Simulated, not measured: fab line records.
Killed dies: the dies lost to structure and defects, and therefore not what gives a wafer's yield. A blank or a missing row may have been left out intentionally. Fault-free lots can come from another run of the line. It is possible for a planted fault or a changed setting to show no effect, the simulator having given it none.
Chamber matching || flow n5-finfet || uv-cure-03 running N5_BEOL_M9_CURE_72: 3 sister chambers
The step cures SiCOH lowk, time 120 s. 22 wafers are shown with their chamber, then 11 later ones without.

== EACH WAFER AND ITS CHAMBER ==
{"wafer": "L076.2", "chamber": 2, "wafer_temp_C_max": 372.4, "lamp-power-pct (%)": 52.31}
{"wafer": "L076.5", "chamber": 2, "wafer_temp_C_max": 372.5, "lamp-power-pct (%)": 52.24}
{"wafer": "L076.6", "chamber": 2, "wafer_temp_C_max": 372.7, "lamp-power-pct (%)": 52.36}
{"wafer": "L074.2", "chamber": 0, "wafer_temp_C_max": 372.1, "lamp-power-pct (%)": 52.28}
{"wafer": "L074.3", "chamber": 0, "wafer_temp_C_max": 371.3, "lamp-power-pct (%)": 52.25}
{"wafer": "L074.6", "chamber": 0, "wafer_temp_C_max": 372.0, "lamp-power-pct (%)": 52.26}
{"wafer": "L075.1", "chamber": 2, "wafer_temp_C_max": 372.4, "lamp-power-pct (%)": 52.28}
{"wafer": "L075.2", "chamber": 2, "wafer_temp_C_max": 373.4, "lamp-power-pct (%)": 52.28}
{"wafer": "L075.5", "chamber": 2, "wafer_temp_C_max": 372.0, "lamp-power-pct (%)": 52.36}
{"wafer": "L077.1", "chamber": 2, "wafer_temp_C_max": 372.5, "lamp-power-pct (%)": 52.34}
{"wafer": "L077.5", "chamber": 2, "wafer_temp_C_max": 372.4, "lamp-power-pct (%)": 52.38}
{"wafer": "L077.6", "chamber": 2, "wafer_temp_C_max": 372.3, "lamp-power-pct (%)": 52.29}
{"wafer": "L078.1", "chamber": 1, "wafer_temp_C_max": 371.5, "lamp-power-pct (%)": 52.35}
{"wafer": "L078.3", "chamber": 1, "wafer_temp_C_max": 371.7, "lamp-power-pct (%)": 52.38}
{"wafer": "L078.6", "chamber": 1, "wafer_temp_C_max": 371.7, "lamp-power-pct (%)": 52.40}
{"wafer": "L085.3", "chamber": 1, "wafer_temp_C_max": 371.2, "lamp-power-pct (%)": 52.32}
{"wafer": "L085.4", "chamber": 1, "wafer_temp_C_max": 371.3, "lamp-power-pct (%)": 52.31}
{"wafer": "L085.5", "chamber": 1, "wafer_temp_C_max": 371.5, "lamp-power-pct (%)": 52.42}
{"wafer": "L086.3", "chamber": 1, "wafer_temp_C_max": 371.6, "lamp-power-pct (%)": 52.28}
{"wafer": "L086.4", "chamber": 1, "wafer_temp_C_max": 371.4, "lamp-power-pct (%)": 52.27}
{"wafer": "L086.6", "chamber": 1, "wafer_temp_C_max": 371.1, "lamp-power-pct (%)": 52.33}
{"wafer": "L093.1", "chamber": 1, "wafer_temp_C_max": 371.6, "lamp-power-pct (%)": 52.26}

SIGNATURES (means of the wafers above)
{"reading": "wafer_temp_C_max", "chamber 0": 371.800, "chamber 1": 371.460, "chamber 2": 372.511, "scatter within a chamber": 0.319}
{"reading": "lamp-power-pct", "chamber 0": 52.2633, "chamber 1": 52.3320, "chamber 2": 52.3156, "scatter within a chamber": 0.0489}
Rule: a wafer lies at a distance from a chamber equal to the root of the sum of squares, over the readings, of (its reading less the chamber's mean, divided by the reading's scatter). If the next closest chamber is less than 2 further off than the closest, the wafer can't be placed; otherwise it belongs to the closest. The scatter is the square root of a quotient: the sum, over the shown wafers, of each reading's squared deviation from its chamber's mean, divided by wafers minus chambers.

== WAFERS WHOSE CHAMBER IS MISSING ==
{"wafer": "L093.5", "wafer_temp_C_max": 370.9, "lamp-power-pct (%)": 52.31}
{"wafer": "L093.6", "wafer_temp_C_max": 371.3, "lamp-power-pct (%)": 52.23}
{"wafer": "L092.4", "wafer_temp_C_max": 373.3, "lamp-power-pct (%)": 52.33}
{"wafer": "L092.5", "wafer_temp_C_max": 371.6, "lamp-power-pct (%)": 52.28}
{"wafer": "L092.6", "wafer_temp_C_max": 372.5, "lamp-power-pct (%)": 52.33}
{"wafer": "L094.2", "wafer_temp_C_max": 371.8, "lamp-power-pct (%)": 52.27}
{"wafer": "L094.3", "wafer_temp_C_max": 371.6, "lamp-power-pct (%)": 52.33}
{"wafer": "L094.6", "wafer_temp_C_max": 372.4, "lamp-power-pct (%)": 52.35}
{"wafer": "L096.1", "wafer_temp_C_max": 371.6, "lamp-power-pct (%)": 52.33}
{"wafer": "L096.3", "wafer_temp_C_max": 371.2, "lamp-power-pct (%)": 52.47}
{"wafer": "L096.5", "wafer_temp_C_max": 371.8, "lamp-power-pct (%)": 52.38}

== THE CHAMBER EACH PASSED THROUGH ==
{"wafer": "L093.5", "from the rows above": "can't be placed: 1 or 0", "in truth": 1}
{"wafer": "L093.6", "from the rows above": "can't be placed: 0 or 1", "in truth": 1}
{"wafer": "L092.4", "from the rows above": 2, "in truth": 2}
{"wafer": "L092.5", "from the rows above": "can't be placed: 0 or 1", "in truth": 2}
{"wafer": "L092.6", "from the rows above": 2, "in truth": 2}
{"wafer": "L094.2", "from the rows above": "can't be placed: 0 or 1", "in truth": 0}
{"wafer": "L094.3", "from the rows above": "can't be placed: 1 or 0", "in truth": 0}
{"wafer": "L094.6", "from the rows above": "can't be placed: 2 or 0", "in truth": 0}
{"wafer": "L096.1", "from the rows above": "can't be placed: 1 or 0", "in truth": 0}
{"wafer": "L096.3", "from the rows above": "can't be placed: 1 or 0", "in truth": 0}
{"wafer": "L096.5", "from the rows above": "can't be placed: 1 or 0 or 2", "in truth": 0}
2 of 11 placed correctly. Unplaceable from these rows: 9, with the true chamber sitting among the candidates in 8. Placed wrongly: 0.
